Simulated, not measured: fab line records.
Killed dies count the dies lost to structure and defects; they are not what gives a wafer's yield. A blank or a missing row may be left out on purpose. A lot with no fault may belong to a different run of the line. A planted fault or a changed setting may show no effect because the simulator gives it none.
fab line records ; flow nand_harc
[record] lots = 6; wafers = 18; last_day = 33
route steps=1302 shown A_ONON_D1@430 END@1302
lots that met no fault: from a run of the same line without faults
start_h: start of the lot's first displayed wafer, in hours after the record's first day ; wait_h: hours from the lot's prior step to this one ; " identical to the entry in the row above ; L1.1+2: a row that stands for several wafers ; - no value present, or no start provided ; * or withheld: withheld ; < > ~ a bound
route shown NAME@n: a module of which the file shows steps, and the number in the route of the first ; usual: mean and standard deviation over wafers with no fault ; same: alike in all rows ; chamber/n: place in a boat ; sites: each site's reading ; _std_site: standard deviation of those values ; _edge_site: mean of outer sites minus mean of inner sites ; radius_mm: for every site, how far away it sits from the centre of the wafer ; mask NAME#n: copy n ; behind: the last tool/chamber to shape the wafer ; hold: what put the lot on hold/how long, in hours/how the hold closed ; device: which transistor (n, p or np) failed to switch ; end of line: the same wafers' tests at the end of the route ; where a step has no rows: the recipe by itself ; killed: dies lost to structure and defects at the first sort, not the wafer's yield ; map: per-die view of a wafer (x killed, . not killed, _ where there is no die)
set.NAME: setting as actually run; set.NAME@STEP: the setting as run at that earlier step ; model.NAME: the simulator's own value behind a step, which no gauge read
certain route steps with their lots: each step a table, each wafer a row
services: a tool's chamber out of use, with start hour (start_h, from the record's first day; less than 0 if before it), hours out, and reason
[[steps]]
[step NHARC_A_ONON_D1_DEP_09]
[recipe] target_thk_a = 10000; n2_flow_sccm = 2750; n2o_flow_sccm = 2000; nh3_flow_sccm = 500; sih4_flow_sccm = 210; temp_c = 400
[step NHARC_A_ONON_D1_THK_MEAS_11]
[recipe] thk_meas_gauge = ellipsometry
[usual] thk_nm = 1000/9.8
lot.wafer;tool;chamber;start_h;wait_h;thk_nm
L347.1;film_metro-02;-;229.03;-;1026
L347.2;film_metro-02;-;229.03;-;1029
L347.4;film_metro-02;-;229.03;-;1029
L352.1;film_metro-02;-;271.47;-;991
L352.2;film_metro-02;-;271.47;-;991
L352.6;film_metro-02;-;271.47;-;990
L353.1;film_metro-01;-;283.56;-;995
L353.3;film_metro-01;-;283.56;-;997
L353.4;film_metro-01;-;283.56;-;997
L354.1;film_metro-01;-;293.77;-;995
L354.5;film_metro-01;-;293.77;-;995
L354.6;film_metro-01;-;293.77;-;995
L362.3;film_metro-01;-;373.38;-;985
L362.5;film_metro-01;-;373.38;-;984
L362.6;film_metro-01;-;373.38;-;985
L364.3;film_metro-02;-;401.76;-;1009
L364.4;film_metro-02;-;401.76;-;1008
L364.6;film_metro-02;-;401.76;-;1009
[step NHARC_A_ONON_D1_DEP_12]
[recipe] target_thk_a = 10000; n2_flow_sccm = 2750; n2o_flow_sccm = 2000; nh3_flow_sccm = 500; sih4_flow_sccm = 210; temp_c = 400
[step NHARC_A_ONON_D1_THK_MEAS_14]
[recipe] thk_meas_gauge = ellipsometry
[usual] thk_nm = 1001/11
lot.wafer;tool;chamber;start_h;wait_h;thk_nm
L347.1;film_metro-02;-;229.59;-;991
L347.2;film_metro-02;-;229.59;-;989
L347.4;film_metro-02;-;229.59;-;991
L352.1;film_metro-01;-;272.04;-;996
L352.2;film_metro-01;-;272.04;-;994
L352.6;film_metro-01;-;272.04;-;996
L353.1;film_metro-02;-;284.13;-;995
L353.3;film_metro-02;-;284.13;-;994
L353.4;film_metro-02;-;284.13;-;993
L354.1;film_metro-02;-;294.33;-;988
L354.5;film_metro-02;-;294.33;-;990
L354.6;film_metro-02;-;294.33;-;987
L362.3;film_metro-02;-;373.95;-;985
L362.5;film_metro-02;-;373.95;-;984
L362.6;film_metro-02;-;373.95;-;982
L364.3;film_metro-01;-;402.32;-;1000
L364.4;film_metro-01;-;402.32;-;1000
L364.6;film_metro-01;-;402.32;-;1000
[step NHARC_A_ONON_D1_ANNEAL_15]
[recipe] temp_c = 750; time_s = 3600
[step NHARC_A_ONON_D1_DEP_16]
[recipe] target_thk_a = 10000; n2_flow_sccm = 2750; n2o_flow_sccm = 2000; nh3_flow_sccm = 500; sih4_flow_sccm = 210; temp_c = 400
[step NHARC_A_ONON_D1_THK_MEAS_18]
[recipe] thk_meas_gauge = ellipsometry
[usual] thk_nm = 997/8.9
lot.wafer;tool;chamber;start_h;wait_h;thk_nm
L347.1;film_metro-01;-;239.68;-;992
L347.2;film_metro-01;-;239.68;-;989
L347.4;film_metro-01;-;239.68;-;991
L352.1;film_metro-01;-;280.38;-;996
L352.2;film_metro-01;-;280.38;-;998
L352.6;film_metro-01;-;280.38;-;999
L353.1;film_metro-01;-;292.89;-;1006
L353.3;film_metro-01;-;292.89;-;1005
L353.4;film_metro-01;-;292.89;-;1005
L354.1;film_metro-01;-;302.12;-;994
L354.5;film_metro-01;-;302.12;-;996
L354.6;film_metro-01;-;302.12;-;996
L362.3;film_metro-01;-;381.80;-;996
L362.5;film_metro-01;-;381.80;-;996
L362.6;film_metro-01;-;381.80;-;996
L364.3;film_metro-01;-;411.64;-;1002
L364.4;film_metro-01;-;411.64;-;1002
L364.6;film_metro-01;-;411.64;-;1001
[step NHARC_A_ONON_D1_DEP_19]
[recipe] target_thk_a = 10000; n2_flow_sccm = 2750; n2o_flow_sccm = 2000; nh3_flow_sccm = 500; sih4_flow_sccm = 210; temp_c = 400
[step NHARC_A_ONON_D1_THK_MEAS_21]
[recipe] thk_meas_gauge = ellipsometry
[usual] thk_nm = 998/12
lot.wafer;tool;chamber;start_h;wait_h;thk_nm
L347.1;film_metro-02;-;240.24;-;1003
L347.2;film_metro-02;-;240.24;-;1004
L347.4;film_metro-02;-;240.24;-;1004
L352.1;film_metro-02;-;280.94;-;990
L352.2;film_metro-02;-;280.94;-;992
L352.6;film_metro-02;-;280.94;-;989
L353.1;film_metro-02;-;293.45;-;992
L353.3;film_metro-02;-;293.45;-;992
L353.4;film_metro-02;-;293.45;-;990
L354.1;film_metro-01;-;302.69;-;1008
L354.5;film_metro-01;-;302.69;-;1007
L354.6;film_metro-01;-;302.69;-;1008
L362.3;film_metro-01;-;382.37;-;981
L362.5;film_metro-01;-;382.37;-;981
L362.6;film_metro-01;-;382.37;-;980
L364.3;film_metro-01;-;412.21;-;1014
L364.4;film_metro-01;-;412.21;-;1012
L364.6;film_metro-01;-;412.21;-;1013
[step NHARC_A_ONON_D1_DEP_22]
[recipe] target_thk_a = 10000; n2_flow_sccm = 2750; n2o_flow_sccm = 2000; nh3_flow_sccm = 500; sih4_flow_sccm = 210; temp_c = 400
[step NHARC_A_ONON_D1_THK_MEAS_24]
[recipe] thk_meas_gauge = ellipsometry
[usual] thk_nm = 999/11
lot.wafer;tool;chamber;start_h;wait_h;thk_nm
L347.1;film_metro-01;-;240.81;-;967
L347.2;film_metro-01;-;240.81;-;967
L347.4;film_metro-01;-;240.81;-;968
L352.1;film_metro-01;-;281.51;-;1010
L352.2;film_metro-01;-;281.51;-;1009
L352.6;film_metro-01;-;281.51;-;1011
L353.1;film_metro-02;-;294.01;-;993
L353.3;film_metro-02;-;294.01;-;993
L353.4;film_metro-02;-;294.01;-;993
L354.1;film_metro-01;-;303.26;-;1008
L354.5;film_metro-01;-;303.26;-;1009
L354.6;film_metro-01;-;303.26;-;1008
L362.3;film_metro-01;-;382.94;-;988
L362.5;film_metro-01;-;382.94;-;988
L362.6;film_metro-01;-;382.94;-;988
L364.3;film_metro-02;-;412.77;-;990
L364.4;film_metro-02;-;412.77;-;991
L364.6;film_metro-02;-;412.77;-;990
[step NHARC_A_ONON_D1_DEP_25]
[recipe] target_thk_a = 10000; n2_flow_sccm = 2750; n2o_flow_sccm = 2000; nh3_flow_sccm = 500; sih4_flow_sccm = 210; temp_c = 400
[usual] n2_flow_sccm = 2750/8; n2o_flow_sccm = 2002/6.1
lot.wafer;tool;chamber;start_h;wait_h;n2_flow_sccm;n2o_flow_sccm
L347.1;pecvd_onon-01;0;240.87;0.1;2746;1999
L347.2;pecvd_onon-01;0;240.87;0.1;2745;2005
L347.4;pecvd_onon-01;0;240.87;0.1;2744;2005
L352.1;pecvd_onon-02;-;281.70;0.2;-;-
L352.2;pecvd_onon-02;-;281.70;0.2;-;-
L352.6;pecvd_onon-02;-;281.70;0.2;-;-
L353.1;pecvd_onon-04;-;294.06;0.1;-;-
L353.3;pecvd_onon-04;-;294.06;0.1;-;-
L353.4;pecvd_onon-04;-;294.06;0.1;-;-
L354.1;pecvd_onon-01;0;303.31;0.1;2758;2005
L354.5;pecvd_onon-01;0;303.31;0.1;2754;2004
L354.6;pecvd_onon-01;0;303.31;0.1;2756;1998
L362.3;pecvd_onon-01;0;383.11;0.2;2752;1996
L362.5;pecvd_onon-01;0;383.11;0.2;2750;1998
L362.6;pecvd_onon-01;0;383.11;0.2;2757;1992
L364.3;pecvd_onon-04;0;412.94;0.2;2755;2008
L364.4;pecvd_onon-04;0;412.94;0.2;2744;2002
L364.6;pecvd_onon-04;0;412.94;0.2;2746;2000
[step NHARC_A_ONON_D1_DEP_28]
[recipe] target_thk_a = 10000; n2_flow_sccm = 2750; n2o_flow_sccm = 2000; nh3_flow_sccm = 500; sih4_flow_sccm = 210; temp_c = 400
[step NHARC_A_ONON_D1_DEP_33]
[recipe] target_thk_a = 2000; temp_c = 400; pressure_torr = 6.5; rf_w = 900; teos_flow_sccm = 161.4; flow_sccm = 2650; target_thk_nm = 200; gas = O2; material = SiO2
[usual] chamber_pressure_Torr = 6.500/0.014; flow_sccm = 2649/7.5; heater_power_outer_w = 320/71; heater_power_w = 566/100; throttle_valve_pct = 16.1/0.64
lot.wafer;tool;chamber;start_h;wait_h;chamber_pressure_Torr;flow_sccm;heater_power_outer_w;heater_power_w;throttle_valve_pct
L347.1;pecvd-02;0;242.08;0.1;6.517;2663;238;473;15.9
L347.2;pecvd-02;1;242.08;0.1;6.487;2658;271;511;16.2
L347.4;pecvd-02;0;242.08;0.1;6.511;2652;255;506;15.7
L352.1;pecvd-02;0;282.83;0.1;6.512;2661;304;553;15.9
L352.2;pecvd-02;2;282.83;0.1;6.487;2662;459;711;16.5
L352.6;pecvd-02;0;282.83;0.1;6.501;2644;299;550;16.0
L353.1;pecvd-02;0;295.20;0.1;6.497;2663;313;568;15.9
L353.3;pecvd-02;1;295.20;0.1;6.488;2652;285;527;16.4
L353.4;pecvd-02;0;295.20;0.1;6.493;2658;316;577;15.9
L354.1;pecvd-01;0;304.44;0.1;6.519;2660;295;604;15.2
L354.5;pecvd-01;1;304.44;0.1;6.509;2643;268;422;17.3
L354.6;pecvd-01;2;304.44;0.1;6.490;2650;274;511;15.6
L362.3;pecvd-03;1;384.18;0.1;6.529;2654;346;535;15.7
L362.6;pecvd-03;0;384.18;0.1;6.517;2644;507;831;16.0
L362.5;pecvd-03;1;384.18;0.1;6.515;2649;369;551;15.6
L364.3;pecvd-01;2;414.01;0.1;6.488;2643;335;616;16.0
L364.6;pecvd-01;1;414.01;0.1;6.515;2644;235;391;17.0
L364.4;pecvd-01;2;414.01;0.1;6.500;2639;337;615;15.8
[step NHARC_A_ONON_D1_INSPECT_32]
[usual] raw_defect_count = 71/27
lot.wafer;tool;chamber;start_h;wait_h;hold;raw_defect_count
L347.1;defect_inspect-02;-;242.53;0.0;-;37
L347.2;defect_inspect-02;-;242.53;0.0;-;49
L347.4;defect_inspect-02;-;242.53;0.0;-;83
L352.1;defect_inspect-02;-;295.00;11.6;await_dispo/11.5h/release;92
L352.2;defect_inspect-02;-;295.00;11.6;await_dispo/11.5h/release;121
L352.6;defect_inspect-02;-;295.00;11.6;await_dispo/11.5h/release;132
L353.1;defect_inspect-01;-;297.16;1.3;await_dispo/1.3h/release;57
L353.3;defect_inspect-01;-;297.16;1.3;await_dispo/1.3h/release;64
L353.4;defect_inspect-01;-;297.16;1.3;await_dispo/1.3h/release;58
L354.1;defect_inspect-01;-;304.92;0.0;-;104
L354.5;defect_inspect-01;-;304.92;0.0;-;82
L354.6;defect_inspect-01;-;304.92;0.0;-;173
L362.3;defect_inspect-02;-;384.61;0.0;-;95
L362.5;defect_inspect-02;-;384.61;0.0;-;99
L362.6;defect_inspect-02;-;384.61;0.0;-;72
L364.3;defect_inspect-01;-;414.45;0.0;-;62
L364.4;defect_inspect-01;-;414.45;0.0;-;49
L364.6;defect_inspect-01;-;414.45;0.0;-;62
[step NHARC_END_SORT_01]
[recipe] temp_c = 25
[usual] killed_at_array = 59/17; killed_at_other = 0.7/0.9; killed_at_periphery = 3.6/2.3; killed_dies = 63/18; killed_open = 3.4/1.9; killed_short = 2.6/1.7
[same] gross_dies = 677
lot.wafer;tool;chamber;start_h;wait_h;killed_at_array;killed_at_other;killed_at_periphery;killed_dies;killed_open;killed_short
L353.1;prober-01;0;690.49;2.5;671;2;4;677;1;3
L353.3;prober-01;0;692.10;3.1;667;2;8;677;2;2
L353.4;prober-01;0;692.91;3.4;672;1;4;677;3;0
L352.1;prober-01;0;752.81;2.5;672;0;5;677;7;2
L352.2;prober-01;0;753.61;2.8;676;0;1;677;1;4
L352.6;prober-01;0;756.77;4.0;672;0;5;677;5;5
// killed by level:class
L353.1 A_ONON_D1:area_dep=602 A_SLIT:chamber_film_flake=27 A_CHANNEL_HOLE_D2:chamber_film_flake=19 A_STAIRCASE:chamber_film_flake=8 A_CONTACT:chamber_film_flake=6 A_CHANNEL_HOLE_D1:chamber_film_flake=4 P_M1:geometric_particle:short=2 THIN_TSV:chamber_film_flake=2
L353.3 A_ONON_D1:area_dep=613 A_SLIT:chamber_film_flake=24 A_CHANNEL_HOLE_D2:chamber_film_flake=14 A_STAIRCASE:chamber_film_flake=6 P_M2:chamber_film_flake=5 A_CHANNEL_HOLE_D1:chamber_film_flake=4 A_CONTACT:chamber_film_flake=3 THIN_TSV:chamber_film_flake=2
L353.4 A_ONON_D1:area_dep=596 A_SLIT:chamber_film_flake=28 A_CHANNEL_HOLE_D2:chamber_film_flake=12 A_STAIRCASE:chamber_film_flake=11 A_CONTACT:chamber_film_flake=10 A_CHANNEL_HOLE_D1:chamber_film_flake=9 P_M2:chamber_film_flake=3 A_CHANNEL_FILL_D2:chamber_film_flake=2
L352.1 A_ONON_D1:area_dep=618 A_CHANNEL_HOLE_D1:chamber_film_flake=31 A_CONTACT:chamber_film_flake=8 A_SLIT:chamber_film_flake=3 P_CONTACT:geometric_particle:open=2 A_CHANNEL_FILL_D1:geometric_particle:open=2 A_CHANNEL_HOLE_D2:chamber_film_flake=2 P_M2:geometric_particle:short=1
L352.2 A_ONON_D1:area_dep=623 A_CHANNEL_HOLE_D1:chamber_film_flake=33 A_CONTACT:chamber_film_flake=10 P_GATE:geometric_particle:open=1 A_ONON_D1:geometric_particle:short=1 A_CHANNEL_FILL_D1:geometric_particle:short=1 A_CHANNEL_FILL_D2:geometric_particle:short=1 A_M0:geometric_particle:short=1
L352.6 A_ONON_D1:area_dep=613 A_CHANNEL_HOLE_D1:chamber_film_flake=35 A_CONTACT:chamber_film_flake=6 A_SLIT:chamber_film_flake=3 A_ONON_D1:geometric_particle:open=2 P_ZERO_WELL:chamber_film_flake=2 A_CHANNEL_HOLE_D2:unspecified=2 P_STI:geometric_particle:short=1
// map L352.1 (x killed, . not)
____________x____________
_________xxxxxxx_________
_______xxxxxxxxxxx_______
______xxxxxxxxxxxxx______
_____xxxxxxxxxxxxxxx_____
____xxxxxxxxxxxxxxxxx____
____xxxxxxxxxxxxxxxxx____
___xxxxxxxxxxxxxxxxxxx___
___xxxxxxxxxxxxxxxxxxx___
__xxxxxxxxxxxxxxxxxxxxx__
__xxxxxxxxxxxxxxxxxxxxx__
_xxxxxxxxxxxxxxxxxxxxxxx_
_xxxxxxxxxxxxxxxxxxxxxxx_
_xxxxxxxxxxxxxxxxxxxxxxx_
_xxxxxxxxxxxxxxxxxxxxxxx_
_xxxxxxxxxxxxxxxxxxxxxxx_
xxxxxxxxxxxxxxxxxxxxxxxxx
xxxxxxxxxxxxxxxxxxxxxxxxx
xxxxxxxxxxxxxxxxxxxxxxxxx
xxxxxxxxxxxxxxxxxxxxxxxxx
xxxxxxxxxxxxxxxxxxxxxxxxx
_xxxxxxxxxxxxxxxxxxxxxxx_
_xxxxxxxxxxxxxxxxxxxxxxx_
_xxxxxxxxxxxxxxxxxxxxxxx_
_xxxxxxxxxxxxxxxxxxxxxxx_
_xxxxxxxxxxxxxxxxxxxxxxx_
__xxxxxxxxxxxxxxxxxxxxx__
__xxxxxxxxxxxxxxxxxxxxx__
___xxxxxxxxxxxxxxxxxxx___
___xxxxxxxxxxxxxxxxxxx___
____xxxxxxxxxxxxxxxxx____
____xxxxxxxxxxxxxxxxx____
_____xxxxxxxxxxxxxxx_____
______xxxxxxxxxxxxx______
_______xxxxxxxxxxx_______
_________xxxxxxx_________
____________x____________
// map L353.1 (x killed, . not)
____________x____________
_________xxxxxxx_________
_______xxxxxxxxxxx_______
______xxxxxxxxxxxxx______
_____xxxxxxxxxxxxxxx_____
____xxxxxxxxxxxxxxxxx____
____xxxxxxxxxxxxxxxxx____
___xxxxxxxxxxxxxxxxxxx___
___xxxxxxxxxxxxxxxxxxx___
__xxxxxxxxxxxxxxxxxxxxx__
__xxxxxxxxxxxxxxxxxxxxx__
_xxxxxxxxxxxxxxxxxxxxxxx_
_xxxxxxxxxxxxxxxxxxxxxxx_
_xxxxxxxxxxxxxxxxxxxxxxx_
_xxxxxxxxxxxxxxxxxxxxxxx_
_xxxxxxxxxxxxxxxxxxxxxxx_
xxxxxxxxxxxxxxxxxxxxxxxxx
xxxxxxxxxxxxxxxxxxxxxxxxx
xxxxxxxxxxxxxxxxxxxxxxxxx
xxxxxxxxxxxxxxxxxxxxxxxxx
xxxxxxxxxxxxxxxxxxxxxxxxx
_xxxxxxxxxxxxxxxxxxxxxxx_
_xxxxxxxxxxxxxxxxxxxxxxx_
_xxxxxxxxxxxxxxxxxxxxxxx_
_xxxxxxxxxxxxxxxxxxxxxxx_
_xxxxxxxxxxxxxxxxxxxxxxx_
__xxxxxxxxxxxxxxxxxxxxx__
__xxxxxxxxxxxxxxxxxxxxx__
___xxxxxxxxxxxxxxxxxxx___
___xxxxxxxxxxxxxxxxxxx___
____xxxxxxxxxxxxxxxxx____
____xxxxxxxxxxxxxxxxx____
_____xxxxxxxxxxxxxxx_____
______xxxxxxxxxxxxx______
_______xxxxxxxxxxx_______
_________xxxxxxx_________
____________x____________
[[services]]
tool;chamber;start_h;hours;kind
pecvd-02;-;228.48;13.0;pm
pecvd-02;0;228.48;13.0;vent_cycle
pecvd-02;1;228.48;13.0;vent_cycle
pecvd-02;2;228.48;13.0;vent_cycle
pecvd-02;0;241.48;-;clean
pecvd-02;1;241.48;-;clean
pecvd-02;2;241.48;-;clean
pecvd-03;2;264.84;10.5;repair
pecvd_onon-01;-;269.00;13.0;pm
pecvd_onon-04;-;304.04;0.3;repair
pecvd_onon-04;-;311.10;13.0;pm
pecvd-01;-;311.21;13.0;pm
pecvd-01;0;311.21;13.0;vent_cycle
pecvd-01;1;311.21;13.0;vent_cycle
pecvd-01;2;311.21;13.0;vent_cycle
pecvd-01;0;324.21;-;clean
pecvd-01;1;324.21;-;clean
pecvd-03;-;366.29;13.0;pm
pecvd_onon-02;-;366.31;13.0;pm
pecvd-01;0;380.32;3.5;repair
pecvd-02;-;409.59;13.0;pm
pecvd-02;0;409.59;13.0;vent_cycle
pecvd-02;1;409.59;22.8;vent_cycle
pecvd-02;2;409.59;13.0;vent_cycle
[[key]]
[first_sign] step = NHARC_A_ONON_D1_DEP_25; reading = tool_record; direction = missing
[effect] step = NHARC_END_SORT_01; reading = killed_at_array; direction = up; sigmas = 36; usual = 59; struck = 672
[more_kills_born_at] NHARC_A_ONON_D1_DEP_25@pecvd_onon-02 = 1854; NHARC_A_ONON_D1_DEP_25@pecvd_onon-04 = 1811
met_at NHARC_A_ONON_D1_DEP_25
struck_wafers L352.1,L352.2,L352.6,L353.1,L353.3,L353.4
later_rows_left_out L352.1,L352.2,L352.6,L353.1,L353.3,L353.4
tester_left_out L352,L353
[fault] kind = skipped_step_whole; tool = pecvd_onon-02,pecvd_onon-04; chamber = -; onset_h = 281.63; steps = NHARC_A_ONON_D1_DEP_25; scope = struck_lots_only
// tester_left_out: of these lots the tester's yield and bins aren't shown, on N5 and GAA mostly nor the transistor test; their killed dies are dies lost to structure and defects alone, not to doping, threshold or leakage, so they don't give the yield
// later_rows_left_out: the simulator's readings of these wafers behind a module that went badly wrong aren't trusted and aren't shown, but for the sort
